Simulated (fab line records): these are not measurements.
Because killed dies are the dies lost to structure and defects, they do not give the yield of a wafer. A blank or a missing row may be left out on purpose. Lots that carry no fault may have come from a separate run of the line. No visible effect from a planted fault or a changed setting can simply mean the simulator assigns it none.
Chamber matching | flow n5-finfet | N5_HKMG_FIN_ETCH_32 on rie-diel-03 has 4 sister chambers
The step etches SOC in N2/H2, target depth 240 nm, time 300 s. 18 wafers are shown with their chamber, then 9 later ones without.

WAFERS PAIRED WITH THEIR CHAMBERS
wafer  | chamber | showerhead-plenum-p-Torr (Torr) | drypump-motor-current-A (A) | throttle-valve-pct (%)
L075.2 | 1       | 2.46                            | 5.78                        | 17.87
L075.3 | 0       | 2.51                            | 5.55                        | 17.68
L075.4 | 1       | 2.46                            | 5.79                        | 17.89
L076.2 | 2       | 2.65                            | 5.98                        | 17.82
L076.4 | 0       | 2.51                            | 5.54                        | 17.70
L076.6 | 2       | 2.65                            | 6.00                        | 17.80
L077.2 | 1       | 2.46                            | 5.77                        | 17.88
L077.3 | 0       | 2.51                            | 5.52                        | 17.71
L077.5 | 2       | 2.65                            | 5.97                        | 17.80
L078.2 | 1       | 2.45                            | 5.79                        | 17.89
L078.4 | 0       | 2.51                            | 5.52                        | 17.71
L078.5 | 1       | 2.45                            | 5.76                        | 17.88
L081.3 | 3       | 2.43                            | 5.64                        | 17.54
L081.5 | 0       | 2.50                            | 5.54                        | 17.72
L081.6 | 1       | 2.45                            | 5.79                        | 17.91
L084.1 | 3       | 2.43                            | 5.65                        | 17.54
L084.4 | 0       | 2.50                            | 5.52                        | 17.74
L084.5 | 0       | 2.50                            | 5.54                        | 17.74

SIGNATURES (means of the wafers above)
reading                  | chamber 0 | chamber 1 | chamber 2 | chamber 3 | scatter within a chamber
showerhead-plenum-p-Torr | 2.5057    | 2.4550    | 2.6500    | 2.4300    | 0.00479
drypump-motor-current-A  | 5.5329    | 5.7800    | 5.9833    | 5.6450    | 0.0127
throttle-valve-pct       | 17.7143   | 17.8867   | 17.8067   | 17.5400   | 0.0168
Rule: distance of a wafer from a chamber = root of the sum over the readings of ((wafer's reading minus chamber's mean) / reading's scatter) squared. If the next closest chamber is less than 2 further off than the closest, the wafer can't be placed; otherwise it belongs to the closest. The scatter: the root of (the sum of the squares of (reading less its chamber's mean) over the shown wafers, divided by (wafers less chambers)).

WAFERS WITH NO CHAMBER GIVEN
wafer  | showerhead-plenum-p-Torr (Torr) | drypump-motor-current-A (A) | throttle-valve-pct (%)
L092.2 | 2.50                            | 5.53                        | 17.77
L092.3 | 2.42                            | 5.64                        | 17.57
L092.5 | 2.44                            | 5.80                        | 17.94
L093.2 | 2.64                            | 5.94                        | 17.86
L093.3 | 2.42                            | 5.66                        | 17.59
L093.6 | 2.49                            | 5.55                        | 17.76
L095.1 | 2.63                            | 5.93                        | 17.86
L095.2 | 2.49                            | 5.51                        | 17.76
L095.6 | 2.63                            | 5.97                        | 17.86

EACH ONE'S CHAMBER
wafer  | from the rows above | in truth
L092.2 | 0                   | 0
L092.3 | 3                   | 3
L092.5 | 1                   | 1
L093.2 | 2                   | 2
L093.3 | 3                   | 3
L093.6 | 0                   | 0
L095.1 | 2                   | 2
L095.2 | 0                   | 0
L095.6 | 2                   | 2
9 of 9 placed correctly. Can't be placed from these rows: 0. Placed wrongly: 0.
